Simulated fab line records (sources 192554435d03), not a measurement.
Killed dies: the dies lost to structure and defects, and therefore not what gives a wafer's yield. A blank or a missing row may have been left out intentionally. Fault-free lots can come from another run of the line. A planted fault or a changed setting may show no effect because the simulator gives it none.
Chamber matching -- flow n5-finfet -- N5_ILD0_CMP_07 on cmp-01 has 4 sister chambers
The step polishes SiO2 flowable, stops on poly-Si, t overpolish 1.18 s, target thk 138.88 nm. 8 wafers are shown with their chamber, then 8 later ones without.

WAFERS WITH THEIR CHAMBER
wafer,chamber,motor-current-A (A)
L080.3,1,12.3
L080.4,2,13.3
L086.2,1,11.9
L086.6,3,11.8
L085.3,0,13.2
L085.4,3,12.2
L085.6,2,13.4
L089.3,0,13.7

WAFERS MISSING THEIR CHAMBER
wafer,motor-current-A (A)
L089.5,11.8
L089.6,12.6
L090.1,12.2
L090.2,13.6
L090.4,11.7
L096.1,12.0
L096.5,13.3
L096.6,11.8

EACH ONE'S CHAMBER
wafer,from the rows above,in truth
L089.5,can't be placed: 3 or 1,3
L089.6,can't be placed: 1 or 3 or 2 or 0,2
L090.1,can't be placed: 1 or 3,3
L090.2,can't be placed: 0 or 2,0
L090.4,can't be placed: 3 or 1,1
L096.1,can't be placed: 3 or 1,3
L096.5,can't be placed: 2 or 0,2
L096.6,can't be placed: 3 or 1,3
Placed correctly: 0 of 8. Cannot be placed on the basis of these rows: 8; the candidates contain the true chamber in 8. Wrongly placed: 0.
How it was worked out, from the rows above alone: a wafer's distance from a chamber is the root of the sum, over the readings, of the square of ((its reading less the chamber's mean) divided by the reading's scatter). The wafer belongs to the nearest chamber; if the next one is less than 2 further off, it can't be placed. A chamber's mean is the mean of its shown wafers. How the scatter is found: for the shown wafers, subtract from each reading the mean of its chamber, square and add these, divide the total by (wafers less chambers), then take the root.
